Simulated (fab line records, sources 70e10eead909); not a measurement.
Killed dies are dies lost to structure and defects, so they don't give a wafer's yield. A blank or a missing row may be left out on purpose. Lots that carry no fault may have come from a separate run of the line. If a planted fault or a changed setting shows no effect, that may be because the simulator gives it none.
A sampling plan put to the test / flow nand_harc / one fab line, 39 faults that these records tell of, each judged on the records of the lots that it struck; 1 more is left out, because the records don't allow judging it
The line's own looks make up the plan; these are the steps of the route where a gauge or inspection reads the wafer and leaves it unchanged. A look can be judged if struck wafers have a number there and the file gives its usual mean and standard deviation on fault-free wafers. Caught: the struck wafers' mean, at a look after the fault's first step, is 4 or more of those standard deviations (sigma) away from the usual mean. On the tool: the test repeated on the tool's own readings taken at the fault's steps. A different recipe on the struck wafers counts as caught too, as does a record blank only for those wafers.

THE FAULTS, as the simulator had put them in
1. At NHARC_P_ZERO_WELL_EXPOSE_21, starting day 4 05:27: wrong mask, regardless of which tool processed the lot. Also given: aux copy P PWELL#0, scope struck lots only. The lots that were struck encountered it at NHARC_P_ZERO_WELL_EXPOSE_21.
2. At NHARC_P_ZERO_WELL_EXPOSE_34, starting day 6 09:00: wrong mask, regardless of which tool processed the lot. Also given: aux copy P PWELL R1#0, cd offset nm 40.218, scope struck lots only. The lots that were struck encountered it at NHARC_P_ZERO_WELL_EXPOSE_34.
3. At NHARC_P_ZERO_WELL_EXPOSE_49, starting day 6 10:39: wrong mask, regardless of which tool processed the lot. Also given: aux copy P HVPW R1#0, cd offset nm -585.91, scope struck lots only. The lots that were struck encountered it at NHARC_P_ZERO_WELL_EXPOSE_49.
4. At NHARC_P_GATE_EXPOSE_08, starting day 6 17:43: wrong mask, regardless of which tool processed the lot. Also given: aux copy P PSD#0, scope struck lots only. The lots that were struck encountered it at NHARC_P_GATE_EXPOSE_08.
5. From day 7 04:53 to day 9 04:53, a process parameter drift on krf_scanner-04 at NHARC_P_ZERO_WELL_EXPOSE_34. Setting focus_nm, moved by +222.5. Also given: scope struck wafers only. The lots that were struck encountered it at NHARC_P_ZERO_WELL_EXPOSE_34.
6. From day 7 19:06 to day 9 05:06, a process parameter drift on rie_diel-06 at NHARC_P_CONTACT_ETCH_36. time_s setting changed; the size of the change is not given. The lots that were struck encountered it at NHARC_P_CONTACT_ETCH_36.
7. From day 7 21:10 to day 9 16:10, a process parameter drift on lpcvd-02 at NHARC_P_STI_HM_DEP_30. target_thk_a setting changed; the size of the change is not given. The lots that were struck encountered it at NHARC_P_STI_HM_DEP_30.
8. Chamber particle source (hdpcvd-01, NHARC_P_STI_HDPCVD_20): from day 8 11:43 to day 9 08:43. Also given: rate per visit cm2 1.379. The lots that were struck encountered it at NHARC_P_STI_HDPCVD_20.
9. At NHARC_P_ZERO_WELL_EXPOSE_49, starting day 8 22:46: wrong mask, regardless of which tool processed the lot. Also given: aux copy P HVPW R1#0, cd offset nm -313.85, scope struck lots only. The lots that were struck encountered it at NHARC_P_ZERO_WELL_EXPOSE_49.
10. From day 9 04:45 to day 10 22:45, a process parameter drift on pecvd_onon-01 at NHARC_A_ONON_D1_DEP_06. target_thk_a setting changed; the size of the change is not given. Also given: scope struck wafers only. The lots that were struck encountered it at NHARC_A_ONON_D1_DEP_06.
11. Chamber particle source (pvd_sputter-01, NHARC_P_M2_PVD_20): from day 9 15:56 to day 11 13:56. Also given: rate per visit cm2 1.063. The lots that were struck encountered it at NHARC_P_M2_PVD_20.
12. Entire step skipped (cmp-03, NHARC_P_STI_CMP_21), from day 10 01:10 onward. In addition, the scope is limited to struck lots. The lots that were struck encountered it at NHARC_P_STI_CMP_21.
13. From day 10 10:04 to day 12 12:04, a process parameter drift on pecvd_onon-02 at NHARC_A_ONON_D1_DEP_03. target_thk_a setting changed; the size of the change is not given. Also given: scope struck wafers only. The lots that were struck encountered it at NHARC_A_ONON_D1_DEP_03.
14. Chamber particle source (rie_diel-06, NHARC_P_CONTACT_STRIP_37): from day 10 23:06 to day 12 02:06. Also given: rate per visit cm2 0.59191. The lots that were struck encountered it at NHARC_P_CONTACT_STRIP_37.
15. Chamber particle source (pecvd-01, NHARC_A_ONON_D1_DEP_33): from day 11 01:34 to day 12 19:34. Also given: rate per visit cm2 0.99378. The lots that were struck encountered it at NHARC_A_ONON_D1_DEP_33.
16. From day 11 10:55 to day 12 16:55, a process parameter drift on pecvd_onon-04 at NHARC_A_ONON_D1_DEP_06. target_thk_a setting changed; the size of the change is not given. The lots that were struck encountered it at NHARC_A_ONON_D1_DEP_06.
17. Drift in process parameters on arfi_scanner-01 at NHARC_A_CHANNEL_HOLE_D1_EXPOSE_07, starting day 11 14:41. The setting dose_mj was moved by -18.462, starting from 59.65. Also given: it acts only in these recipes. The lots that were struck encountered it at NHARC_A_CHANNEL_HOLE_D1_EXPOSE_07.
18. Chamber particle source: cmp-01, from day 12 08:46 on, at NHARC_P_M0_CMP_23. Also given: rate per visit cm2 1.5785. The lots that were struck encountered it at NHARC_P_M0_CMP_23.
19. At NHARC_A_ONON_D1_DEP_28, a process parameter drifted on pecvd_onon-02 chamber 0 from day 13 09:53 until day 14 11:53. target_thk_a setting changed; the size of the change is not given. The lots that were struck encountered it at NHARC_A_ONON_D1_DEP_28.
20. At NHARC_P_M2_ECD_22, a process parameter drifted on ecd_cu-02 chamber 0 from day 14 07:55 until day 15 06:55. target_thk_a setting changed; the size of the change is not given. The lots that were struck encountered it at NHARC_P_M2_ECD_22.
21. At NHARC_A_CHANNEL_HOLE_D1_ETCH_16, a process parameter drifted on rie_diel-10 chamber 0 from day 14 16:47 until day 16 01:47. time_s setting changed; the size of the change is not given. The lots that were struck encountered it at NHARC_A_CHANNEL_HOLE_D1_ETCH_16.
22. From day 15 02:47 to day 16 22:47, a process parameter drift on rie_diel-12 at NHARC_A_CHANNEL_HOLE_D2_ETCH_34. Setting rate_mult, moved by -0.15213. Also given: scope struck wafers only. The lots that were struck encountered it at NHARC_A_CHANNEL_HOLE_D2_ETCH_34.
23. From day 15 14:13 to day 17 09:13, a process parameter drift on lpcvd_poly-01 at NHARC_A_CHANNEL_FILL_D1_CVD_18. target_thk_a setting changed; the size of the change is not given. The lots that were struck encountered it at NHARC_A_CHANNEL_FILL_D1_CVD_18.
24. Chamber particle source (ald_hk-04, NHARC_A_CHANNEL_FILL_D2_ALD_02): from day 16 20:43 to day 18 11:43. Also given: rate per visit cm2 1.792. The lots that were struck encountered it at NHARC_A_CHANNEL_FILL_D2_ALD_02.
25. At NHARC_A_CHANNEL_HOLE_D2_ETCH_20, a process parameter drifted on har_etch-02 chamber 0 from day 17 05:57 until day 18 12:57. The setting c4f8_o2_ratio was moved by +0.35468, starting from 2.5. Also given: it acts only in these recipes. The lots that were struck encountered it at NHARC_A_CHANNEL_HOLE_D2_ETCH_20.
26. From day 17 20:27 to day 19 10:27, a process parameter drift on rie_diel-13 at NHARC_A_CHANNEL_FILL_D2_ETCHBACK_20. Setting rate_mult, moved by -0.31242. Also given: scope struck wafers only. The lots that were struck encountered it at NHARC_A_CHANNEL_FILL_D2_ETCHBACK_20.
27. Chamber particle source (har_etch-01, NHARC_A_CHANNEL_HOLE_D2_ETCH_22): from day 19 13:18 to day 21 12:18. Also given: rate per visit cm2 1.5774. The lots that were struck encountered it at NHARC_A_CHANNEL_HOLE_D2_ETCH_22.
28. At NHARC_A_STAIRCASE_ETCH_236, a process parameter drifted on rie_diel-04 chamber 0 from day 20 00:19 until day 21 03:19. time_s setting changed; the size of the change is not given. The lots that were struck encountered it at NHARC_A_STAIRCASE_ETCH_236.
29. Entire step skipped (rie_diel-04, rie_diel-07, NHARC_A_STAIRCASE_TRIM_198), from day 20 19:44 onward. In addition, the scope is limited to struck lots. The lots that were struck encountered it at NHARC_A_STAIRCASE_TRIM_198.
30. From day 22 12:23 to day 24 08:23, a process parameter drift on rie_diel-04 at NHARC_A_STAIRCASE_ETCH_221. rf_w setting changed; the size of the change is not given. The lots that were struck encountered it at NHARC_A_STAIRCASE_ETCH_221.
31. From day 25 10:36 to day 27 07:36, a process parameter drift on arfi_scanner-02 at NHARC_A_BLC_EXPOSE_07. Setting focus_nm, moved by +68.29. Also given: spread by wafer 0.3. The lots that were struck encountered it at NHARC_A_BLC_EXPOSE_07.
32. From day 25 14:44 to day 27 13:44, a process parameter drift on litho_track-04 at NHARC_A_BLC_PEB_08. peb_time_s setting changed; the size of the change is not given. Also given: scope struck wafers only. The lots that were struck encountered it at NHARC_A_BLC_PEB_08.
33. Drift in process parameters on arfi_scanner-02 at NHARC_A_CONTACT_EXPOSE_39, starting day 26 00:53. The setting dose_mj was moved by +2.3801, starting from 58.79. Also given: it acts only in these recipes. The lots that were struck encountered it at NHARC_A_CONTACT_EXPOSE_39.
34. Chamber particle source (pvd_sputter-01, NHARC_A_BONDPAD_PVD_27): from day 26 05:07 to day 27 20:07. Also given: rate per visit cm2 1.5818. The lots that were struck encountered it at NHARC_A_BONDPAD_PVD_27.
35. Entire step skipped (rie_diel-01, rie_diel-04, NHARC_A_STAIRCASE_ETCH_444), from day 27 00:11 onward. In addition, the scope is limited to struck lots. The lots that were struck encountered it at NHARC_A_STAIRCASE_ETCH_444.
36. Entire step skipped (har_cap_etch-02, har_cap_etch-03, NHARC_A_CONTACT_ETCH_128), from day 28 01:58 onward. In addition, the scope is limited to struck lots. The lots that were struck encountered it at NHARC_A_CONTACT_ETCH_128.
37. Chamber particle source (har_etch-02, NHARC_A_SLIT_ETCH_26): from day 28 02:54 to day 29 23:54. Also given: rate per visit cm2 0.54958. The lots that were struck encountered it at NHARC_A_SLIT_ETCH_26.
38. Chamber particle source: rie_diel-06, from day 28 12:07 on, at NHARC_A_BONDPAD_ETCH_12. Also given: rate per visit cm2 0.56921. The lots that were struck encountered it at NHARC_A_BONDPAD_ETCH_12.
39. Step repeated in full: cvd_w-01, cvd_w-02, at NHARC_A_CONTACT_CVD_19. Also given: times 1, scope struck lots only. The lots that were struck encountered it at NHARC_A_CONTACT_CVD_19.

WHAT THE PLAN SAW
fault=1; on the tool itself=no reading that can be judged; first look that catches it=NHARC_END_SORT_01; reading, sigma=killed_at_periphery +99 or beyond; median hours from its first step to that look=557.8; hours from the fault's start to the first struck lot there=562; judged looks passed uncaught=1
fault=2; on the tool itself=under 2 sigma; first look that catches it=NHARC_P_ZERO_WELL_CD_MEAS_37; reading, sigma=cd_nm +21; median hours from its first step to that look=0.2; hours from the fault's start to the first struck lot there=5; judged looks passed uncaught=0
fault=3; on the tool itself=under 2 sigma; first look that catches it=NHARC_P_ZERO_WELL_CD_MEAS_52; reading, sigma=cd_nm -99 or beyond; median hours from its first step to that look=0.1; hours from the fault's start to the first struck lot there=5; judged looks passed uncaught=0
fault=4; on the tool itself=under 2 sigma; first look that catches it=NHARC_END_SORT_01; reading, sigma=killed_at_periphery +99 or beyond; median hours from its first step to that look=500.3; hours from the fault's start to the first struck lot there=502; judged looks passed uncaught=1
fault=5; on the tool itself=no reading that can be judged; first look that catches it=NHARC_P_ZERO_WELL_CD_MEAS_37; reading, sigma=cd_nm +4.9; median hours from its first step to that look=0.2; hours from the fault's start to the first struck lot there=5; judged looks passed uncaught=0
fault=6; on the tool itself=run_length_s -99 or beyond sigma; first look that catches it=NHARC_END_SORT_01; reading, sigma=killed_at_periphery +99 or beyond; median hours from its first step to that look=453.4; hours from the fault's start to the first struck lot there=466; judged looks passed uncaught=0
fault=7; on the tool itself=under 2 sigma; first look that catches it=NHARC_END_SORT_01; reading, sigma=killed_at_periphery +99 or beyond; median hours from its first step to that look=526.6; hours from the fault's start to the first struck lot there=529; judged looks passed uncaught=0
fault=8; on the tool itself=no reading that can be judged; first look that catches it=NHARC_END_SORT_01; reading, sigma=killed_at_periphery +20; median hours from its first step to that look=509.2; hours from the fault's start to the first struck lot there=514; judged looks passed uncaught=0
fault=9; on the tool itself=no reading that can be judged; first look that catches it=NHARC_P_ZERO_WELL_CD_MEAS_52; reading, sigma=cd_nm -99 or beyond; median hours from its first step to that look=0.2; hours from the fault's start to the first struck lot there=5; judged looks passed uncaught=0
fault=10; on the tool itself=no reading that can be judged; first look that catches it=NHARC_A_ONON_D1_THK_MEAS_08; reading, sigma=thk_nm +54; median hours from its first step to that look=0.4; hours from the fault's start to the first struck lot there=3; judged looks passed uncaught=0
fault=11; on the tool itself=under 2 sigma; first look that catches it=NHARC_END_SORT_01; reading, sigma=killed_at_periphery +23; median hours from its first step to that look=437.4; hours from the fault's start to the first struck lot there=438; judged looks passed uncaught=0
fault=12; on the tool itself=the tool's record is blank for the struck wafers; first look that catches it=NHARC_END_SORT_01; reading, sigma=killed_at_periphery +99 or beyond; median hours from its first step to that look=501.5; hours from the fault's start to the first struck lot there=493; judged looks passed uncaught=0
fault=13; on the tool itself=no reading that can be judged; first look that catches it=NHARC_A_ONON_D1_THK_MEAS_05; reading, sigma=thk_nm +41; median hours from its first step to that look=0.5; hours from the fault's start to the first struck lot there=10; judged looks passed uncaught=0
fault=14; on the tool itself=no reading that can be judged; first look that catches it=NHARC_END_SORT_01; reading, sigma=killed_at_periphery +21; median hours from its first step to that look=444.0; hours from the fault's start to the first struck lot there=455; judged looks passed uncaught=1
fault=15; on the tool itself=under 2 sigma; first look that catches it=NHARC_A_ONON_D1_INSPECT_32; reading, sigma=raw_defect_count +27; median hours from its first step to that look=0.5; hours from the fault's start to the first struck lot there=13; judged looks passed uncaught=0
fault=16; on the tool itself=under 2 sigma; first look that catches it=NHARC_A_ONON_D1_THK_MEAS_08; reading, sigma=thk_nm +23; median hours from its first step to that look=0.5; hours from the fault's start to the first struck lot there=9; judged looks passed uncaught=0
fault=17; on the tool itself=exposure_dose_mJ_cm2 -99 or beyond sigma; first look that catches it=NHARC_A_CHANNEL_HOLE_D1_CD_MEAS_10; reading, sigma=cd_nm -29; median hours from its first step to that look=0.1; hours from the fault's start to the first struck lot there=21; judged looks passed uncaught=0
fault=18; on the tool itself=under 2 sigma; first look that catches it=NHARC_P_M0_INSPECT_27; reading, sigma=raw_defect_count +9.2; median hours from its first step to that look=0.4; hours from the fault's start to the first struck lot there=34; judged looks passed uncaught=0
fault=19; on the tool itself=no reading that can be judged; first look that catches it=NHARC_A_ONON_D1_THK_MEAS_30; reading, sigma=thk_nm +64; median hours from its first step to that look=0.4; hours from the fault's start to the first struck lot there=8; judged looks passed uncaught=0
fault=20; on the tool itself=no reading that can be judged; first look that catches it=no look after it can be judged; reading, sigma=-; median hours from its first step to that look=-; hours from the fault's start to the first struck lot there=-; judged looks passed uncaught=0
fault=21; on the tool itself=run_length_s -99 or beyond sigma; first look that catches it=NHARC_END_SORT_01; reading, sigma=killed_at_array +30; median hours from its first step to that look=372.6; hours from the fault's start to the first struck lot there=382; judged looks passed uncaught=0
fault=22; on the tool itself=oes_product_au -4.9 sigma; first look that catches it=NHARC_END_SORT_01; reading, sigma=killed_at_array +30; median hours from its first step to that look=282.9; hours from the fault's start to the first struck lot there=291; judged looks passed uncaught=1
fault=23; on the tool itself=under 2 sigma; first look that catches it=NHARC_END_WLT_00; reading, sigma=VT_DECK1_MIDDLE_INNER +10; median hours from its first step to that look=364.9; hours from the fault's start to the first struck lot there=404; judged looks passed uncaught=1
fault=24; on the tool itself=under 2 sigma; first look that catches it=NHARC_END_SORT_01; reading, sigma=killed_at_array +4.2; median hours from its first step to that look=264.9; hours from the fault's start to the first struck lot there=265; judged looks passed uncaught=0
fault=25; on the tool itself=under 2 sigma; first look that catches it=no look after it can be judged; reading, sigma=-; median hours from its first step to that look=-; hours from the fault's start to the first struck lot there=-; judged looks passed uncaught=0
fault=26; on the tool itself=oes_product_au -11 sigma; first look that catches it=NHARC_END_SORT_01; reading, sigma=killed_at_array +6.2; median hours from its first step to that look=243.1; hours from the fault's start to the first struck lot there=260; judged looks passed uncaught=0
fault=27; on the tool itself=under 2 sigma; first look that catches it=NHARC_A_CHANNEL_HOLE_D2_INSPECT_40; reading, sigma=raw_defect_count +11; median hours from its first step to that look=4.8; hours from the fault's start to the first struck lot there=9; judged looks passed uncaught=0
fault=28; on the tool itself=run_length_s -46 sigma; first look that catches it=NHARC_END_SORT_01; reading, sigma=killed_at_array +30; median hours from its first step to that look=192.4; hours from the fault's start to the first struck lot there=212; judged looks passed uncaught=0
fault=29; on the tool itself=the tool's record is blank for the struck wafers; first look that catches it=NHARC_END_SORT_01; reading, sigma=killed_at_array +30; median hours from its first step to that look=205.4; hours from the fault's start to the first struck lot there=218; judged looks passed uncaught=0
fault=30; on the tool itself=rf_fwd_power_W +89 sigma; first look that catches it=NHARC_END_SORT_01; reading, sigma=killed_at_array +30; median hours from its first step to that look=211.0; hours from the fault's start to the first struck lot there=241; judged looks passed uncaught=0
fault=31; on the tool itself=no reading that can be judged; first look that catches it=NHARC_A_BLC_CD_MEAS_10; reading, sigma=cd_nm -5.2; median hours from its first step to that look=0.1; hours from the fault's start to the first struck lot there=12; judged looks passed uncaught=0
fault=32; on the tool itself=no reading that can be judged; first look that catches it=NHARC_A_BLC_CD_MEAS_10; reading, sigma=cd_nm +8.7; median hours from its first step to that look=0.1; hours from the fault's start to the first struck lot there=9; judged looks passed uncaught=0
fault=33; on the tool itself=exposure_dose_mJ_cm2 +12 sigma; first look that catches it=none of the 2 looks that can be judged after it; reading, sigma=strongest: cd_nm at NHARC_A_CONTACT_CD_MEAS_42, +3.0; median hours from its first step to that look=-; hours from the fault's start to the first struck lot there=-; judged looks passed uncaught=2
fault=34; on the tool itself=under 2 sigma; first look that catches it=not the one look that can be judged after it; reading, sigma=strongest: killed_at_array at NHARC_END_SORT_01, +3.7; median hours from its first step to that look=-; hours from the fault's start to the first struck lot there=-; judged looks passed uncaught=1
fault=35; on the tool itself=the tool's record is blank for the struck wafers; first look that catches it=NHARC_END_SORT_01; reading, sigma=killed_at_array +30; median hours from its first step to that look=132.8; hours from the fault's start to the first struck lot there=142; judged looks passed uncaught=0
fault=36; on the tool itself=the tool's record is blank for the struck wafers; first look that catches it=NHARC_END_SORT_01; reading, sigma=killed_at_array +30; median hours from its first step to that look=58.2; hours from the fault's start to the first struck lot there=60; judged looks passed uncaught=0
fault=37; on the tool itself=under 2 sigma; first look that catches it=none of the 2 looks that can be judged after it; reading, sigma=strongest: killed_at_array at NHARC_END_SORT_01, +3.2; median hours from its first step to that look=-; hours from the fault's start to the first struck lot there=-; judged looks passed uncaught=2
fault=38; on the tool itself=under 2 sigma; first look that catches it=NHARC_END_SORT_01; reading, sigma=killed_at_array +4.2; median hours from its first step to that look=33.3; hours from the fault's start to the first struck lot there=46; judged looks passed uncaught=2
fault=39; on the tool itself=under 2 sigma; first look that catches it=not the one look that can be judged after it; reading, sigma=-; median hours from its first step to that look=-; hours from the fault's start to the first struck lot there=-; judged looks passed uncaught=1
A dash: the fault is not caught, or the number is missing from these records.

Caught at a look: 33 of 39. Caught on the tool: 12 of 39. By one or the other: 34 of 39.
Caught on the tool alone: fault 33.
Caught at a look alone: faults 1, 2, 3, 4, 5, 7, 8, 9, 10, 11, 13, 14, 15, 16, 18, 19, 23, 24, 27, 31, 32, 38.
Caught by neither: faults 20, 25, 34, 37, 39.

THINNER SAMPLING
In the worst case, this is how late the first struck lot would be measured if the look that catches a fault measured only every second or every third lot, by lot number:
fault=1; struck lots at that look, in order of time=L247; every lot=562 h; every second lot=may miss it; every third lot=may miss it
fault=2; struck lots at that look, in order of time=L503; every lot=5 h; every second lot=may miss it; every third lot=may miss it
fault=3; struck lots at that look, in order of time=L419; every lot=5 h; every second lot=may miss it; every third lot=may miss it
fault=4; struck lots at that look, in order of time=L793; every lot=502 h; every second lot=may miss it; every third lot=may miss it
fault=5; struck lots at that look, in order of time=L611, L612; every lot=5 h; every second lot=15 h; every third lot=may miss all 2
fault=6; struck lots at that look, in order of time=L830, L832; every lot=466 h; every second lot=may miss all 2; every third lot=may miss all 2
fault=7; struck lots at that look, in order of time=L232, L233; every lot=529 h; every second lot=541 h; every third lot=may miss all 2
fault=8; struck lots at that look, in order of time=L663, L664; every lot=514 h; every second lot=527 h; every third lot=may miss all 2
fault=9; struck lots at that look, in order of time=L578; every lot=5 h; every second lot=may miss it; every third lot=may miss it
fault=10; struck lots at that look, in order of time=L329, L330, L332; every lot=3 h; every second lot=21 h; every third lot=may miss all 3
fault=11; struck lots at that look, in order of time=L947, L948; every lot=438 h; every second lot=455 h; every third lot=may miss all 2
fault=12; struck lots at that look, in order of time=L559, L560; every lot=493 h; every second lot=540 h; every third lot=may miss all 2
fault=13; struck lots at that look, in order of time=L871; every lot=10 h; every second lot=may miss it; every third lot=may miss it
fault=14; struck lots at that look, in order of time=L645, L646; every lot=455 h; every second lot=467 h; every third lot=may miss all 2
fault=15; struck lots at that look, in order of time=L689, L691; every lot=13 h; every second lot=may miss all 2; every third lot=may miss all 2
fault=16; struck lots at that look, in order of time=L861, L863; every lot=9 h; every second lot=may miss all 2; every third lot=may miss all 2
fault=17; struck lots at that look, in order of time=L860, L862; every lot=21 h; every second lot=may miss all 2; every third lot=may miss all 2
fault=18; struck lots at that look, in order of time=L114; every lot=34 h; every second lot=may miss it; every third lot=may miss it
fault=19; struck lots at that look, in order of time=L575, L576; every lot=8 h; every second lot=23 h; every third lot=may miss all 2
fault=21; struck lots at that look, in order of time=L468, L467; every lot=382 h; every second lot=383 h; every third lot=may miss all 2
fault=22; struck lots at that look, in order of time=L704, L706; every lot=291 h; every second lot=may miss all 2; every third lot=may miss all 2
fault=23; struck lots at that look, in order of time=L707; every lot=404 h; every second lot=may miss it; every third lot=may miss it
fault=24; struck lots at that look, in order of time=L730; every lot=265 h; every second lot=may miss it; every third lot=may miss it
fault=26; struck lots at that look, in order of time=L468, L470; every lot=260 h; every second lot=may miss all 2; every third lot=may miss all 2
fault=27; struck lots at that look, in order of time=L234, L237; every lot=9 h; every second lot=45 h; every third lot=may miss all 2
fault=28; struck lots at that look, in order of time=L534; every lot=212 h; every second lot=may miss it; every third lot=may miss it
fault=29; struck lots at that look, in order of time=L689, L690, L691; every lot=218 h; every second lot=230 h; every third lot=236 h
fault=30; struck lots at that look, in order of time=L441, L443; every lot=241 h; every second lot=may miss all 2; every third lot=may miss all 2
fault=31; struck lots at that look, in order of time=L845; every lot=12 h; every second lot=may miss it; every third lot=may miss it
fault=32; struck lots at that look, in order of time=L966, L967, L970; every lot=9 h; every second lot=29 h; every third lot=may miss all 3
fault=35; struck lots at that look, in order of time=L269, L268, L270; every lot=142 h; every second lot=149 h; every third lot=156 h
fault=36; struck lots at that look, in order of time=L130, L129; every lot=60 h; every second lot=62 h; every third lot=may miss all 2
fault=38; struck lots at that look, in order of time=L712; every lot=46 h; every second lot=may miss it; every third lot=may miss it
The hour figures run from when the fault began to the first measured lot among those it struck. 4 sigma limit: tested on the pooled struck wafers, so a lone lot may be under it. Other struck lots may not be in these records.

THE LONGEST TIMED WAY FROM STEP TO LOOK
Fault 1: median gap of 557.8 hours between NHARC_P_ZERO_WELL_EXPOSE_21 and NHARC_END_SORT_01. The look between them that can be judged stayed within 4 sigma: NHARC_P_ZERO_WELL_INSPECT_43.
